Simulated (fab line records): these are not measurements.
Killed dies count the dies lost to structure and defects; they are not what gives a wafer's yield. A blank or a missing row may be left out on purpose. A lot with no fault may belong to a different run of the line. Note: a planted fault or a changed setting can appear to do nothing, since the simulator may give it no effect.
Which tool did it?	flow n5_finfet	10 lots with 29 wafers sampled at 6 steps, on a route of 1938 steps

## WHAT THE GAUGES READ, wafer by wafer
N5_BEOL_M4_RC_MEAS_101.
lot	measured	on	DIBL_N (mV/V)	DIBL_P (mV/V)	IOFF_N (nA/um)	IOFF_P (nA/um)	ION_N (uA/um)	ION_P (uA/um)	SS_N (mV/dec)	SS_P (mV/dec)	VT_N (mV)	VT_P (mV)
L505	day 9 00:26	prober-01	36.7 35.8 35.3	38.0 37.4 36.7	0.175 0.163 0.156	0.212 0.192 0.185	683 692 680	463 462 461	72.8 72.6 72.0	73.2 72.9 72.8	251.0 249.6 250.9	-252.0 -252.6 -254.4
L508	day 9 07:11	prober-02	35.7 35.0 35.7	36.7 35.6 37.1	0.159 0.147 0.171	0.223 0.202 0.229	679 667 686	466 464 463	72.1 71.3 71.1	73.0 72.2 72.8	247.3 246.3 245.7	-249.0 -247.8 -248.5
L509	day 9 15:29	prober-01	36.1 35.1 35.7	38.4 36.2 37.7	0.167 0.140 0.160	0.224 0.187 0.219	683 663 672	465 452 467	71.4 71.5 71.5	73.3 72.1 72.7	250.7 252.5 250.2	-252.5 -252.6 -250.2
L510	day 9 23:45	prober-02	36.8 34.2 36.4	37.3 34.0 37.8	0.168 0.117 0.171	0.235 0.185 0.241	688 671 680	473 464 470	71.8 70.6 72.0	74.4 73.1 73.7	249.5 252.3 249.9	-250.4 -251.4 -248.4
L511	day 10 09:29	prober-02	36.6 36.0	37.1 37.2	0.160 0.155	0.233 0.227	679 671	465 467	71.1 71.5	72.5 73.1	248.2 247.8	-248.4 -247.3
L517	day 11 19:25	prober-01	35.2 34.9 36.1	34.8 34.8 36.5	0.136 0.136 0.156	0.169 0.170 0.200	667 675 668	458 459 453	72.1 71.7 72.7	72.7 72.9 73.1	252.3 252.2 248.5	-253.7 -257.1 -253.7
L522	day 13 03:52	prober-01	36.2 37.8 36.0	35.7 38.1 35.0	0.165 0.204 0.163	0.241 0.281 0.226	672 679 673	468 466 461	71.8 72.0 72.0	73.2 73.2 73.2	247.8 245.2 249.5	-249.2 -245.0 -249.3
L524	day 13 11:38	prober-02	33.6 34.1 33.5	34.9 35.2 34.8	0.132 0.138 0.126	0.169 0.173 0.167	659 663 671	453 460 455	70.6 70.7 70.5	72.8 72.7 73.0	252.8 249.9 252.3	-251.8 -253.6 -254.0
L523	day 13 14:13	prober-02	34.4 37.6 36.8	32.6 37.1 35.8	0.107 0.159 0.135	0.163 0.227 0.200	665 670 660	465 465 457	71.2 71.1 72.2	72.1 73.9 73.2	252.2 249.6 253.0	-253.7 -247.9 -249.8
L525	day 13 20:19	prober-01	37.1 37.5 37.0	36.6 37.4 37.1	0.175 0.194 0.192	0.236 0.260 0.255	681 680 692	469 468 478	71.5 71.4 70.6	73.4 74.0 73.7	250.5 246.3 244.7	-247.9 -245.3 -246.4

## TOOL THAT RAN EACH LOT (tool first, then ch and the chambers of the sampled wafers, then the start)
lot	N5_BEOL_M4_ANNEAL_89	N5_BEOL_M4_SPUTTER_90	N5_BEOL_M4_ANNEAL_91	N5_BEOL_M4_ECD_50	N5_BEOL_M4_CMP_52
L505	pvd_sputter-03, day 8 22:10	pvd_sputter-03, day 8 22:18	pvd_sputter-03, day 8 22:23	ecd_cu-01 ch 0,1, day 8 23:06	cmp-02 ch 0,1,3, day 8 23:32
L508	pvd_sputter-03, day 9 04:41	pvd_sputter-03, day 9 04:49	pvd_sputter-03, day 9 04:54	ecd_cu-02 ch 0,1, day 9 05:37	cmp-02 ch 0,2,3, day 9 06:11
L509	pvd_sputter-01, day 9 13:35	pvd_sputter-01, day 9 13:44	pvd_sputter-01, day 9 13:49	ecd_cu-02 ch 0,1, day 9 14:30	cmp-01 ch 0,1, day 9 14:53
L510	pvd_sputter-01, day 9 21:29	pvd_sputter-01, day 9 21:38	pvd_sputter-01, day 9 21:43	ecd_cu-02 ch 0,1, day 9 22:25	cmp-02 ch 1,2,3, day 9 22:55
L511	pvd_sputter-03, day 10 07:23	pvd_sputter-03, day 10 07:32	pvd_sputter-03, day 10 07:37	ecd_cu-02 ch 0,1, day 10 08:19	cmp-04 ch 2, day 10 08:46
L517	pvd_sputter-03, day 11 17:13	pvd_sputter-03, day 11 17:21	pvd_sputter-03, day 11 17:26	ecd_cu-01 ch 0,1, day 11 18:09	cmp-01 ch 0,1,2, day 11 18:37
L522	pvd_sputter-02, day 13 01:39	pvd_sputter-02, day 13 01:47	pvd_sputter-02, day 13 01:52	ecd_cu-02 ch 0,1, day 13 02:35	cmp-01 ch 0,1,2, day 13 03:04
L524	pvd_sputter-03, day 13 09:26	pvd_sputter-03, day 13 09:34	pvd_sputter-03, day 13 09:39	ecd_cu-02 ch 0,1, day 13 10:21	cmp-01 ch 1,2,3, day 13 11:00
L523	pvd_sputter-03, day 13 12:19	pvd_sputter-03, day 13 12:27	pvd_sputter-03, day 13 12:32	ecd_cu-02 ch 0,1, day 13 13:14	cmp-01 ch 0,2,3, day 13 13:37
L525	pvd_sputter-02, day 13 18:16	pvd_sputter-02, day 13 18:25	pvd_sputter-02, day 13 18:29	ecd_cu-02 ch 0,1, day 13 19:11	cmp-01 ch 0,1, day 13 19:34
- N5_BEOL_M4_ANNEAL_89: time 240 s.
- N5_BEOL_M4_SPUTTER_90: material Cu, target thk 4.5 nm, time 8.29 s.
- N5_BEOL_M4_ANNEAL_91: time 240 s.
- N5_BEOL_M4_ECD_50: material Cu, target thk 300 nm.
- N5_BEOL_M4_CMP_52: polishes, stops on SiOC, t overpolish 6.8 s, target thk 40 nm.

## WHAT THE TOOLS THEMSELVES READ (means of the sampled wafers that have a number; where no wafer has one, the mark that the record gives instead)
N5_BEOL_M4_ANNEAL_89.
lot	tool	heater_power_w (W)
L505	pvd_sputter-03	849
L508	pvd_sputter-03	786
L509	pvd_sputter-01	804
L510	pvd_sputter-01	796
L511	pvd_sputter-03	916
L517	pvd_sputter-03	845
L522	pvd_sputter-02	774
L524	pvd_sputter-03	814
L523	pvd_sputter-03	798
L525	pvd_sputter-02	912

N5_BEOL_M4_SPUTTER_90.
lot	tool	throttle_valve_pct (%)
L505	pvd_sputter-03	29.8
L508	pvd_sputter-03	28.6
L509	pvd_sputter-01	29.6
L510	pvd_sputter-01	30.4
L511	pvd_sputter-03	30.6
L517	pvd_sputter-03	30.1
L522	pvd_sputter-02	31.1
L524	pvd_sputter-03	29.9
L523	pvd_sputter-03	29.0
L525	pvd_sputter-02	30.8

N5_BEOL_M4_ANNEAL_91.
lot	tool	heater_power_w (W)
L505	pvd_sputter-03	848
L508	pvd_sputter-03	791
L509	pvd_sputter-01	795
L510	pvd_sputter-01	789
L511	pvd_sputter-03	894
L517	pvd_sputter-03	843
L522	pvd_sputter-02	781
L524	pvd_sputter-03	833
L523	pvd_sputter-03	797
L525	pvd_sputter-02	907

N5_BEOL_M4_CMP_52.
lot	tool	motor_current_A (A)	slurry_filter_dp_kPa (kPa)	time_to_endpoint_s (s)
L505	cmp-02	6.7	13.52	64.1
L508	cmp-02	6.4	13.52	61.7
L509	cmp-01	5.9	13.41	72.6
L510	cmp-02	6.7	13.51	70.6
L511	cmp-04	5.2	13.51	73.7
L517	cmp-01	5.6	13.46	62.6
L522	cmp-01	5.6	13.41	63.1
L524	cmp-01	5.5	13.36	61.6
L523	cmp-01	5.3	13.40	62.9
L525	cmp-01	6.0	13.47	61.7

## THE ANSWER, worked out from the rows above alone
Rule: the usual values come from the lots themselves. The widest of any qualifying gaps counts: lots, ordered by their means at a reading, are off when they make up no more than a third of the lots, leave a main group of 4 or more, and stand apart from it by 3 or more times the standard deviation of that group's means. A main group whose means are all the same, to the digits that the tables above print for the reading, isn't used. A lot without any number at a reading at which 4 lots or more have one is off too. All remaining lots with rows at the step are treated as sound. First the gauges in route order, then the tools' own readings, where a lot's mean is used as printed above. At the first step where some lot is off, the reading lying furthest off is the one used; lots without a number count as furthest.
Off, at N5_BEOL_M4_CMP_52 on time_to_endpoint_s: L509, L510, L511. Mean 62.5 s and standard deviation 0.86 in the main group.
A tool fits if, at that step or a process step before it, it ran every lot that is off, and no sound lot after the first of them. Not one of the candidates tried fits.

## WHAT HAD BEEN PUT IN BY THE SIMULATOR
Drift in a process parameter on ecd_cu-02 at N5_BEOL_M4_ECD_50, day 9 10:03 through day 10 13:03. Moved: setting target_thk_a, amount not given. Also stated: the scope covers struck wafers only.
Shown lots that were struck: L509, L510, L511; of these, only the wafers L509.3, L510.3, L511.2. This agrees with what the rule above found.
